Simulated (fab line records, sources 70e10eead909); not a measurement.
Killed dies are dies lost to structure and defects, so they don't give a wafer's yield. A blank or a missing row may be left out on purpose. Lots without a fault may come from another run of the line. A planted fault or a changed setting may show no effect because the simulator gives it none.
Which tool did it? | flow nand_harc | 13 lots, 38 wafers sampled, at 5 steps of a route of 1302

WHAT THE GAUGES READ, wafer by wafer
NHARC_HYBRID_BOND_INSPECT_06: inspects for defects (ir void). Usual: raw_defect_count 91, standard deviation 47.
lot  | measured     | on                | raw_defect_count | flag
L739 | day 23 13:16 | defect_inspect-02 | 99 90 84         |
L740 | day 23 17:37 | defect_inspect-02 | 135 127 116      |
L741 | day 24 05:04 | defect_inspect-01 | 142 158 149      |
L744 | day 26 06:57 | defect_inspect-02 | 71 65 65         |
L746 | day 26 06:57 | defect_inspect-01 | 153 191 163      |
L747 | day 27 01:24 | defect_inspect-01 | 142 153 197      |
L748 | day 27 01:24 | defect_inspect-02 | 37 32 37         |
L752 | day 28 16:02 | defect_inspect-01 | 64 55 56         |
L754 | day 29 18:23 | defect_inspect-02 | 26 20 43         |
L751 | day 29 18:23 | defect_inspect-01 | 93 106 88        |
L757 | day 31 00:47 | defect_inspect-02 | 63 66            |
L760 | day 31 23:51 | defect_inspect-01 | 119 145 155      |
L762 | day 32 09:05 | defect_inspect-01 | 50 61 75         |

NHARC_THIN_TSV_THK_MEAS_02: measures by ir. Usual: thk_nm 2959 nm, standard deviation 270.
lot  | measured     | on            | thk_nm (nm)    | flag
L739 | day 23 17:15 | film_metro-01 | 3272 3210 3007 |
L740 | day 23 20:10 | film_metro-01 | 2537 2401 2711 |
L741 | day 24 08:41 | film_metro-02 | 2939 2749 2879 |
L744 | day 26 08:35 | film_metro-02 | 2954 2531 2879 |
L746 | day 26 09:49 | film_metro-01 | 3188 2970 3121 |
L747 | day 27 04:13 | film_metro-01 | 3167 2688 3016 |
L748 | day 27 03:01 | film_metro-01 | 2937 2810 2861 |
L752 | day 28 20:10 | film_metro-02 | 3335 3456 3651 |
L754 | day 29 21:13 | film_metro-01 | 3190 3254 3390 |
L751 | day 29 20:01 | film_metro-02 | 2920 2952 3122 |
L757 | day 31 02:25 | film_metro-01 | 3166 2896      |
L760 | day 32 01:31 | film_metro-02 | 3289 3233 3286 |
L762 | day 32 11:54 | film_metro-02 | 3396 3055 2901 |

NHARC_END_SORT_01. Usual: defect_limited_yield 90 %, standard deviation 3.8; killed_at_array 61, standard deviation 26; killed_at_other 0.8, standard deviation 1.1; killed_at_periphery 4.0, standard deviation 2.6; killed_dies 66, standard deviation 26; killed_open 3.1, standard deviation 1.7; killed_short 2.5, standard deviation 1.5.
lot  | measured     | on        | defect_limited_yield (%) | killed_at_array | killed_at_other | killed_at_periphery | killed_dies | killed_open | killed_short | flag
L746 | day 27 02:58 | prober-01 | 84 82 84                 | 95 116 99       | 0 0 0           | 10 5 8              | 105 121 107 | 0 6 3       | 3 2 3        |
L747 | day 27 18:48 | prober-02 | 87 84 81                 | 83 103 125      | 2 1 0           | 1 2 7               | 86 106 132  | 2 3 2       | 4 2 2        |

WHICH TOOL RAN EACH LOT (tool, then ch and the chambers of the sampled wafers, then the start)
lot  | NHARC_THIN_TSV_DEP_47           | NHARC_THIN_TSV_ETCH_36
L739 | pecvd-04 ch 0,1,2, day 23 20:08 | rie_metal-01 ch 0,1, day 24 00:44
L740 | pecvd-02 ch 0,1,2, day 23 22:59 | rie_metal-02 ch 0,1, day 24 03:31
L741 | pecvd-03 ch 0,1,2, day 24 11:28 | rie_metal-03 ch 0,1, day 24 16:03
L744 | pecvd-03 ch 0,2, day 26 11:31   | rie_metal-01 ch 0,1, day 26 17:43
L746 | pecvd-04 ch 0,2, day 26 12:34   | rie_metal-02 ch 0,1, day 26 18:19
L747 | pecvd-03 ch 0,2, day 27 07:07   | rie_metal-02 ch 0,1, day 27 11:35
L748 | pecvd-03 ch 0,1, day 27 05:48   | rie_metal-01 ch 0,1, day 27 10:17
L752 | pecvd-03 ch 0,1, day 29 02:25   | rie_metal-03 ch 0,1, day 29 06:56
L754 | pecvd-02 ch 0,1,2, day 30 00:13 | rie_metal-02 ch 0,1, day 30 04:43
L751 | pecvd-02 ch 0,1, day 29 22:46   | rie_metal-01 ch 0,1, day 30 03:17
L757 | pecvd-03 ch 0,2, day 31 05:29   | rie_metal-01 ch 1, day 31 10:06
L760 | pecvd-03 ch 0,1,2, day 32 04:49 | rie_metal-03 ch 0,1, day 32 09:25
L762 | pecvd-02 ch 0,1,2, day 32 14:47 | rie_metal-03 ch 0,1, day 32 19:26
- NHARC_THIN_TSV_DEP_47: deposits SiO2, target thk 200 nm.
- NHARC_THIN_TSV_ETCH_36: etches the open film in Cl2/BCl3, target depth 65 nm, time 18.571 s.

WHAT THE TOOLS THEMSELVES READ (means of the sampled wafers that have a number; where no wafer has one, the mark that the record gives instead)
NHARC_THIN_TSV_DEP_47. Usual: throttle_valve_pct 16.0 %, standard deviation 0.66.
lot  | tool     | throttle_valve_pct (%) | flag
L739 | pecvd-04 | 15.8                   |
L740 | pecvd-02 | 15.8                   |
L741 | pecvd-03 | 16.0                   |
L744 | pecvd-03 | 16.0                   |
L746 | pecvd-04 | 16.4                   |
L747 | pecvd-03 | 16.1                   |
L748 | pecvd-03 | 16.0                   |
L752 | pecvd-03 | 16.1                   |
L754 | pecvd-02 | 15.9                   |
L751 | pecvd-02 | 15.9                   |
L757 | pecvd-03 | 16.2                   |
L760 | pecvd-03 | 16.1                   |
L762 | pecvd-02 | 16.3                   |

NHARC_THIN_TSV_ETCH_36. Usual: drypump_motor_current_A 5.7 A, standard deviation 0.66; oes_product_au 0.999 a.u., standard deviation 0.015.
lot  | tool         | drypump_motor_current_A (A) | oes_product_au (a.u.) | flag
L739 | rie_metal-01 | 5.3                         | 1.013                 |
L740 | rie_metal-02 | 6.3                         | 1.000                 |
L741 | rie_metal-03 | 6.1                         | 0.988                 |
L744 | rie_metal-01 | 5.0                         | 1.008                 |
L746 | rie_metal-02 | 5.8                         | 1.002                 |
L747 | rie_metal-02 | 6.3                         | 1.000                 |
L748 | rie_metal-01 | 5.3                         | 1.006                 |
L752 | rie_metal-03 | 6.0                         | 0.980                 |
L754 | rie_metal-02 | 6.3                         | 0.998                 |
L751 | rie_metal-01 | 5.3                         | 1.004                 |
L757 | rie_metal-01 | 4.8                         | 1.028                 |
L760 | rie_metal-03 | 6.2                         | 0.992                 |
L762 | rie_metal-03 | 6.0                         | 0.993                 |

THE ANSWER, worked out from the rows above alone
Rule: a lot is off if the mean of its wafers that have a number lies more than 3 standard deviations from the usual mean. A lot without any number at a reading at which 4 lots or more have one is off too. The other lots that the step has rows for count as sound. The gauges are gone through in route order, then the tools' own readings, and for those a lot's mean is taken as printed above. The first step at which some lot is off is used, and at that step the reading that is off furthest; a lot without a number counts as furthest.
No lot is off at any reading shown: from this, nothing can be told.

WHAT THE SIMULATOR HAD PUT IN
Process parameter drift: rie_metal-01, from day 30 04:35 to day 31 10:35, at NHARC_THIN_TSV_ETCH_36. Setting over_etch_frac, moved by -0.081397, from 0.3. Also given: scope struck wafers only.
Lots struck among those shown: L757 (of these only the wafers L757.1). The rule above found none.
